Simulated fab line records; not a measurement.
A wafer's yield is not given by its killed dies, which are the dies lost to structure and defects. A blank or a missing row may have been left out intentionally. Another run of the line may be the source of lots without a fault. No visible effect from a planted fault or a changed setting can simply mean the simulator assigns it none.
Which tool was responsible? :: flow nand_harc :: 13 lots with 39 wafers sampled at 6 steps, on a route of 1302 steps

WHAT THE GAUGES SHOWED, per wafer
NHARC_A_DECK1_JOINT_INSPECT_05. Usual: 340 for raw_defect_count, sd 140.
lot: L766
measured: day 13 14:44
on: defect_inspect-02
raw_defect_count: 163 239 182
flag: 

lot: L769
measured: day 14 08:08
on: defect_inspect-02
raw_defect_count: 296 543 396
flag: 

lot: L770
measured: day 14 15:12
on: defect_inspect-02
raw_defect_count: 334 396 596
flag: 

lot: L776
measured: day 16 23:23
on: defect_inspect-01
raw_defect_count: 448 393 314
flag: 

lot: L778
measured: day 18 08:35
on: defect_inspect-02
raw_defect_count: 289 407 263
flag: 

lot: L779
measured: day 18 08:36
on: defect_inspect-01
raw_defect_count: 236 296 528
flag: 

lot: L777
measured: day 18 08:44
on: defect_inspect-02
raw_defect_count: 416 378 487
flag: 

lot: L780
measured: day 18 19:34
on: defect_inspect-01
raw_defect_count: 437 398 447
flag: 

lot: L782
measured: day 19 17:10
on: defect_inspect-01
raw_defect_count: 276 359 286
flag: 

lot: L781
measured: day 19 18:28
on: defect_inspect-02
raw_defect_count: 180 195 155
flag: 

lot: L783
measured: day 19 23:57
on: defect_inspect-02
raw_defect_count: 486 288 291
flag: 

lot: L784
measured: day 20 20:01
on: defect_inspect-01
raw_defect_count: 254 299 245
flag: 

lot: L786
measured: day 21 08:10
on: defect_inspect-01
raw_defect_count: 249 153 156
flag: 

NHARC_A_ONON_D2_THK_MEAS_18: measures by ellipsometry. Usual: 1001 nm for thk_nm, sd 6.7.
lot: L766
measured: day 14 01:46
on: film_metro-02
thk_nm (nm): 993 991 990
flag: 

lot: L769
measured: day 14 18:56
on: film_metro-01
thk_nm (nm): 913 910 912 909 912 912
flag: OFF

lot: L770
measured: day 15 01:23
on: film_metro-02
thk_nm (nm): 901 900 899 899 901 899
flag: OFF

lot: L776
measured: day 17 10:54
on: film_metro-02
thk_nm (nm): 997 998 999
flag: 

lot: L778
measured: day 18 20:02
on: film_metro-02
thk_nm (nm): 996 994 995
flag: 

lot: L779
measured: day 18 20:02
on: film_metro-01
thk_nm (nm): 1004 1004 1004
flag: 

lot: L777
measured: day 18 20:03
on: film_metro-02
thk_nm (nm): 995 993 994
flag: 

lot: L780
measured: day 19 07:43
on: film_metro-01
thk_nm (nm): 1009 1008 1009
flag: 

lot: L782
measured: day 20 03:41
on: film_metro-01
thk_nm (nm): 1003 1003 1003
flag: 

lot: L781
measured: day 20 03:41
on: film_metro-02
thk_nm (nm): 1003 1007 1004
flag: 

lot: L783
measured: day 20 11:29
on: film_metro-02
thk_nm (nm): 996 996 994
flag: 

lot: L784
measured: day 21 06:35
on: film_metro-02
thk_nm (nm): 999 998 997
flag: 

lot: L786
measured: day 21 18:20
on: film_metro-02
thk_nm (nm): 1001 1001 1000
flag: 

NHARC_END_SORT_01. Usual: killed_at_array 54, standard deviation 16; killed_at_other 0.6, standard deviation 0.86; killed_at_periphery 3.8, standard deviation 2.6; killed_dies 58, standard deviation 16; killed_open 3.3, standard deviation 1.8; killed_short 2.7, standard deviation 1.7.
lot: L769
measured: day 26 02:25
on: prober-01
killed_at_array: 671 675 675
killed_at_other: 0 0 0
killed_at_periphery: 6 2 2
killed_dies: 677 677 677
killed_open: 7 6 1
killed_short: 5 6 4
flag: OFF

lot: L770
measured: day 26 02:28
on: prober-02
killed_at_array: 672 674 674
killed_at_other: 1 0 0
killed_at_periphery: 4 3 3
killed_dies: 677 677 677
killed_open: 4 3 9
killed_short: 6 4 2
flag: OFF

lot: L776
measured: day 29 03:35
on: prober-01
killed_at_array: 42 42 43
killed_at_other: 0 0 1
killed_at_periphery: 1 2 6
killed_dies: 43 44 50
killed_open: 1 3 5
killed_short: 2 2 1
flag: 

lot: L778
measured: day 30 04:48
on: prober-02
killed_at_array: 36 46 42
killed_at_other: 0 0 0
killed_at_periphery: 4 11 3
killed_dies: 40 57 45
killed_open: 2 6 2
killed_short: 3 8 2
flag: 

lot: L779
measured: day 30 06:22
on: prober-01
killed_at_array: 35 30 43
killed_at_other: 1 0 1
killed_at_periphery: 2 4 5
killed_dies: 38 34 49
killed_open: 2 4 4
killed_short: 2 2 2
flag: 

lot: L777
measured: day 30 13:27
on: prober-02
killed_at_array: 54 52 53
killed_at_other: 0 0 0
killed_at_periphery: 4 1 3
killed_dies: 58 53 56
killed_open: 4 2 6
killed_short: 5 3 4
flag: 

lot: L780
measured: day 30 12:34
on: prober-01
killed_at_array: 78 77 64
killed_at_other: 0 0 0
killed_at_periphery: 8 3 5
killed_dies: 86 80 69
killed_open: 3 1 2
killed_short: 0 2 0
flag: 

lot: L782
measured: day 31 21:07
on: prober-02
killed_at_array: 48 48 43
killed_at_other: 0 1 0
killed_at_periphery: 11 6 13
killed_dies: 59 55 56
killed_open: 5 4 1
killed_short: 2 4 4
flag: 

lot: L781
measured: day 32 10:42
on: prober-01
killed_at_array: 36 23 27
killed_at_other: 1 1 0
killed_at_periphery: 3 1 3
killed_dies: 40 25 30
killed_open: 6 3 4
killed_short: 3 0 6
flag: 

lot: L783
measured: day 31 21:56
on: prober-01
killed_at_array: 63 53 53
killed_at_other: 0 0 1
killed_at_periphery: 4 4 5
killed_dies: 67 57 59
killed_open: 6 2 4
killed_short: 3 5 0
flag: 

EACH LOT AND THE TOOL THAT RAN IT (in order: tool; ch and the chambers of the sampled wafers; start)
lot: L766
NHARC_A_ONON_D2_DEP_16: pecvd_onon-01 ch 0, day 14 01:19
NHARC_A_CHANNEL_HOLE_D2_DEP_00: acl_dep-03 ch 0, day 14 05:04
NHARC_A_CHANNEL_HOLE_D2_ETCH_22: har_etch-01 ch 0,1, day 14 09:45

lot: L769
NHARC_A_ONON_D2_DEP_16: pecvd_onon-01 ch 0, day 14 18:26
NHARC_A_CHANNEL_HOLE_D2_DEP_00: -
NHARC_A_CHANNEL_HOLE_D2_ETCH_22: -

lot: L770
NHARC_A_ONON_D2_DEP_16: pecvd_onon-01 ch 0, day 15 00:53
NHARC_A_CHANNEL_HOLE_D2_DEP_00: -
NHARC_A_CHANNEL_HOLE_D2_ETCH_22: -

lot: L776
NHARC_A_ONON_D2_DEP_16: pecvd_onon-03 ch 0, day 17 10:23
NHARC_A_CHANNEL_HOLE_D2_DEP_00: acl_dep-01 ch 0, day 17 13:47
NHARC_A_CHANNEL_HOLE_D2_ETCH_22: har_etch-02 ch 0,1, day 17 23:01

lot: L778
NHARC_A_ONON_D2_DEP_16: pecvd_onon-01 ch 0, day 18 19:31
NHARC_A_CHANNEL_HOLE_D2_DEP_00: acl_dep-01 ch 0, day 19 00:53
NHARC_A_CHANNEL_HOLE_D2_ETCH_22: har_etch-02 ch 0,1, day 19 05:46

lot: L779
NHARC_A_ONON_D2_DEP_16: pecvd_onon-04 ch 0, day 18 19:38
NHARC_A_CHANNEL_HOLE_D2_DEP_00: acl_dep-03 ch 0, day 19 02:00
NHARC_A_CHANNEL_HOLE_D2_ETCH_22: har_etch-01 ch 0,1, day 19 07:02

lot: L777
NHARC_A_ONON_D2_DEP_16: pecvd_onon-03 ch 0, day 18 19:36
NHARC_A_CHANNEL_HOLE_D2_DEP_00: acl_dep-01 ch 0, day 19 03:07
NHARC_A_CHANNEL_HOLE_D2_ETCH_22: har_etch-02 ch 0, day 19 09:56

lot: L780
NHARC_A_ONON_D2_DEP_16: pecvd_onon-01 ch 0, day 19 07:12
NHARC_A_CHANNEL_HOLE_D2_DEP_00: acl_dep-01 ch 0, day 19 10:56
NHARC_A_CHANNEL_HOLE_D2_ETCH_22: har_etch-01 ch 0,1, day 19 15:51

lot: L782
NHARC_A_ONON_D2_DEP_16: pecvd_onon-03 ch 0, day 20 03:11
NHARC_A_CHANNEL_HOLE_D2_DEP_00: acl_dep-03 ch 0, day 20 06:37
NHARC_A_CHANNEL_HOLE_D2_ETCH_22: har_etch-01 ch 0,1, day 20 15:25

lot: L781
NHARC_A_ONON_D2_DEP_16: pecvd_onon-04 ch 0, day 20 03:11
NHARC_A_CHANNEL_HOLE_D2_DEP_00: acl_dep-02 ch 0, day 20 06:35
NHARC_A_CHANNEL_HOLE_D2_ETCH_22: har_etch-02 ch 0,1, day 20 14:33

lot: L783
NHARC_A_ONON_D2_DEP_16: pecvd_onon-01 ch 0, day 20 11:02
NHARC_A_CHANNEL_HOLE_D2_DEP_00: acl_dep-01 ch 0, day 20 14:42
NHARC_A_CHANNEL_HOLE_D2_ETCH_22: har_etch-01 ch 0,1, day 20 19:40

lot: L784
NHARC_A_ONON_D2_DEP_16: pecvd_onon-01 ch 0, day 21 06:12
NHARC_A_CHANNEL_HOLE_D2_DEP_00: acl_dep-02 ch 0, day 21 16:12
NHARC_A_CHANNEL_HOLE_D2_ETCH_22: har_etch-01 ch 0,1, day 21 21:16

lot: L786
NHARC_A_ONON_D2_DEP_16: pecvd_onon-01 ch 0, day 21 18:00
NHARC_A_CHANNEL_HOLE_D2_DEP_00: acl_dep-03 ch 0, day 21 22:22
NHARC_A_CHANNEL_HOLE_D2_ETCH_22: har_etch-02 ch 0,1, day 22 04:51
- NHARC_A_ONON_D2_DEP_16: target thk 1000 nm.
- NHARC_A_CHANNEL_HOLE_D2_DEP_00: deposits aC, target thk 3100 nm.
- NHARC_A_CHANNEL_HOLE_D2_ETCH_22: etches the open film in C4F8/O2/Ar, time 666.7 s, target depth 1600 nm.

AS READ BY THE TOOLS THEMSELVES (means over the sampled wafers that have a number; for cases with no such wafer, the mark the record gives instead)
NHARC_A_CHANNEL_HOLE_D2_DEP_00. Usual: 34.998 % for throttle_valve_pct, sd 0.0095.
lot: L766
tool: acl_dep-03
throttle_valve_pct (%): 35.006
flag: 

lot: L776
tool: acl_dep-01
throttle_valve_pct (%): 35.003
flag: 

lot: L778
tool: acl_dep-01
throttle_valve_pct (%): 34.999
flag: 

lot: L779
tool: acl_dep-03
throttle_valve_pct (%): 34.998
flag: 

lot: L777
tool: acl_dep-01
throttle_valve_pct (%): 35.006
flag: 

lot: L780
tool: acl_dep-01
throttle_valve_pct (%): 35.005
flag: 

lot: L782
tool: acl_dep-03
throttle_valve_pct (%): 35.002
flag: 

lot: L781
tool: acl_dep-02
throttle_valve_pct (%): 34.995
flag: 

lot: L783
tool: acl_dep-01
throttle_valve_pct (%): 34.991
flag: 

lot: L784
tool: acl_dep-02
throttle_valve_pct (%): 34.993
flag: 

lot: L786
tool: acl_dep-03
throttle_valve_pct (%): 34.994
flag: 

NHARC_A_CHANNEL_HOLE_D2_ETCH_22. Usual: c4f8_flow_sccm 89.30 sccm, standard deviation 0.26; drypump_motor_current_A 6.0 A, standard deviation 0.64; showerhead_plenum_p_Torr 3.69 Torr, standard deviation 0.098; throttle_valve_pct 32.156 %, standard deviation 0.0084.
lot: L766
tool: har_etch-01
c4f8_flow_sccm (sccm): 89.34
drypump_motor_current_A (A): 6.3
showerhead_plenum_p_Torr (Torr): 3.68
throttle_valve_pct (%): 32.154
flag: 

lot: L776
tool: har_etch-02
c4f8_flow_sccm (sccm): 89.13
drypump_motor_current_A (A): 5.9
showerhead_plenum_p_Torr (Torr): 3.78
throttle_valve_pct (%): 32.153
flag: 

lot: L778
tool: har_etch-02
c4f8_flow_sccm (sccm): 89.16
drypump_motor_current_A (A): 5.9
showerhead_plenum_p_Torr (Torr): 3.77
throttle_valve_pct (%): 32.142
flag: 

lot: L779
tool: har_etch-01
c4f8_flow_sccm (sccm): 89.20
drypump_motor_current_A (A): 6.4
showerhead_plenum_p_Torr (Torr): 3.65
throttle_valve_pct (%): 32.155
flag: 

lot: L777
tool: har_etch-02
c4f8_flow_sccm (sccm): 89.45
drypump_motor_current_A (A): 6.3
showerhead_plenum_p_Torr (Torr): 3.70
throttle_valve_pct (%): 32.153
flag: 

lot: L780
tool: har_etch-01
c4f8_flow_sccm (sccm): 89.37
drypump_motor_current_A (A): 6.4
showerhead_plenum_p_Torr (Torr): 3.64
throttle_valve_pct (%): 32.155
flag: 

lot: L782
tool: har_etch-01
c4f8_flow_sccm (sccm): 89.34
drypump_motor_current_A (A): 6.4
showerhead_plenum_p_Torr (Torr): 3.64
throttle_valve_pct (%): 32.154
flag: 

lot: L781
tool: har_etch-02
c4f8_flow_sccm (sccm): 89.34
drypump_motor_current_A (A): 5.9
showerhead_plenum_p_Torr (Torr): 3.76
throttle_valve_pct (%): 32.154
flag: 

lot: L783
tool: har_etch-01
c4f8_flow_sccm (sccm): 89.05
drypump_motor_current_A (A): 6.4
showerhead_plenum_p_Torr (Torr): 3.63
throttle_valve_pct (%): 32.150
flag: 

lot: L784
tool: har_etch-01
c4f8_flow_sccm (sccm): 89.16
drypump_motor_current_A (A): 6.5
showerhead_plenum_p_Torr (Torr): 3.62
throttle_valve_pct (%): 32.153
flag: 

lot: L786
tool: har_etch-02
c4f8_flow_sccm (sccm): 89.46
drypump_motor_current_A (A): 5.9
showerhead_plenum_p_Torr (Torr): 3.75
throttle_valve_pct (%): 32.153
flag: 

THE ANSWER, worked out from the rows above alone
Rule: a lot is off if the mean of its wafers that have a number lies more than 3 standard deviations from the usual mean. A lot without any number at a reading at which 4 lots or more have one is off too. Any other lot the step has rows for is counted as sound. First the gauges in route order, then the tools' own readings, where a lot's mean is used as printed above. The first step at which some lot is off is used, and at that step the reading that is off furthest; a lot without a number counts as furthest.
Off, at NHARC_A_ONON_D2_THK_MEAS_18 on thk_nm: L769, L770.
A tool fits if, at a process step before that reading, it ran every lot that is off, and no sound lot after the first of them. The gauges at NHARC_A_ONON_D2_THK_MEAS_18 aren't tried: what is off there is off at NHARC_END_SORT_01 too, on other tools, and a gauge's error can't cause that. None of those tried fits.

WHAT THE SIMULATOR HAD INSERTED
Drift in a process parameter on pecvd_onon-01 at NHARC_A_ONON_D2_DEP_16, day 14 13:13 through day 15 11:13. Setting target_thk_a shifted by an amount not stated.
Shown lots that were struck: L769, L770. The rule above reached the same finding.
